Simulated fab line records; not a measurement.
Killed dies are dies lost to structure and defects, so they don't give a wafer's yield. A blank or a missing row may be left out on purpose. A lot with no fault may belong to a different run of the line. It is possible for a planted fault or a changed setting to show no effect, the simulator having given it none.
Comparing a struck lot with a sound one    flow nandHarc    15 out of 1302 route steps
Sound: the wafers L355.1, L355.2, L355.4. Struck: wafers L363.1, L363.2 (left out: L363.6, a lot-mate that was not struck); the cause follows at the end.
Each step with rows lists, per side, the tool, then ch with its chambers, then its first start. Under that, the readings that differ: sound wafers    struck wafers    difference of the means    sigmas: that difference in standard deviations of wafers without a fault.
alike: a reading whose means differ by less than 2 such deviations, as well as words and numbers matching on both sides. not compared: withheld readings; readings where some wafer has no value; bounds like >300 that might hide an equal value; numbers whose values overlap and for which the record gives no deviation.
Wherever a step has rows on one side only, a row that says differs or no value, or a row with sigmas, the two part there. When numbers do not overlap yet have no deviation, they are printed without sigmas and do not part them. A reading that every wafer of one side lacks parts them only if that side has two wafers or more.

first, 1 step without rows for these wafers: NHARC_P_CONTACT_DESCUM_17 (chemistry O2, time 3 s).
NHARC_P_CONTACT_ETCH_35: etches the open film in CF4, target depth 39 nm, time 65 s.
  sound on rieDiel-09 ch 1,2,3, day 6 17:40; struck on rieDiel-10 ch 2,3, day 10 08:25
reading              sound        struck   difference  sigmas
rfHoursCounterH (h)  9.2 9.3 9.0  2.9 3.6  -5.9        
  alike: drypumpMotorCurrentA, mfcArSccm, oesProductAu, rfVppV, showerheadPlenumPTorr, throttleValvePct
NHARC_P_CONTACT_ETCH_36: etches the open film in N2/H2, target depth 260 nm, time 406.25 s.
  sound on rieDiel-09 ch 0,2,3; struck on rieDiel-10 ch 0,1
reading              sound        struck   difference  sigmas
rfHoursCounterH (h)  8.6 9.4 9.3  3.7 3.7  -5.4        
  alike: drypumpMotorCurrentA, mfcArSccm, n2FlowSccm, oesProductAu, rfVppV, showerheadPlenumPTorr, throttleValvePct
NHARC_P_CONTACT_ETCH_18: etches the open film in C4F8/O2/Ar, target depth 481 nm, time 240.5 s.
  sound on rieDiel-09 ch 0,2,3; struck on rieDiel-10 ch 1,2
reading              sound        struck   difference  sigmas
rfHoursCounterH (h)  9.6 9.4 8.7  3.2 3.9  -5.7        
  alike: oesProductAu, rfVppV
then, 1 step without rows for these wafers: NHARC_P_CONTACT_STRIP_37 (strips in C4F8/O2/Ar).
NHARC_P_CONTACT_ETCH_31: etches the open film in CH3F/O2, target depth 30 nm, time 85.7 s.
  sound on rieDiel-09 ch 0,1,2; struck on rieDiel-10 ch 0,3
reading              sound        struck   difference  sigmas
rfHoursCounterH (h)  8.8 9.7 9.3  3.8 3.8  -5.5        
  alike: drypumpMotorCurrentA, mfcArSccm, oesProductAu, rfVppV, showerheadPlenumPTorr, throttleValvePct
NHARC_P_CONTACT_CD_MEAS_19:
  sound on cdSem-03, day 6 18:27; struck on cdSem-01, day 10 09:11
  alike: cdNm
then, 5 steps without rows for these wafers: NHARC_P_CONTACT_STRIP_28 (strips in O2); NHARC_P_CONTACT_STRIP_29 (strips in post etch residue remover, time 1200 s); NHARC_P_CONTACT_DEGAS_38 (time 60 s); NHARC_P_CONTACT_PRE_CLEAN_39 (time 19.5 s); NHARC_P_CONTACT_PVD_32 (deposits Ti, target thk 5 nm, time 17.7 s).
NHARC_P_CONTACT_ALD_22: deposits TiN, target thk 3 nm, pulse time 1 s, ald cycles 150.
  sound on aldMetal-03 ch 1,2,3, day 6 19:25; struck on aldMetal-02 ch 0,3, day 10 10:11
reading    sound        struck  difference  sigmas
aldCycles  150 150 150  72 72   -78         
  alike: heaterPowerOuterW, heaterPowerW, precursorPulseHeightRel
NHARC_P_CONTACT_CVD_23: deposits W, target thk 200 nm, time 557 s.
  sound on cvdW-02 ch 0,1; struck on cvdW-01 ch 0,1
  alike: heaterPowerOuterW, heaterPowerW, mfcArSccm, throttleValvePct
-- break in the record here, with 19 days between the starts of the struck wafers on either side (left off in module P_CONTACT, picked up again in module END, where the first step shown is number 1302 on the route) --
NHARC_END_SORT_01:
  only the struck wafers appear in the record here, on prober-01 ch 0 at day 29 15:25; the sound ones have no rows

WHERE THEY PART
Only at NHARC_END_SORT_01, as far as this record shows.

WHY: what the simulator had put in
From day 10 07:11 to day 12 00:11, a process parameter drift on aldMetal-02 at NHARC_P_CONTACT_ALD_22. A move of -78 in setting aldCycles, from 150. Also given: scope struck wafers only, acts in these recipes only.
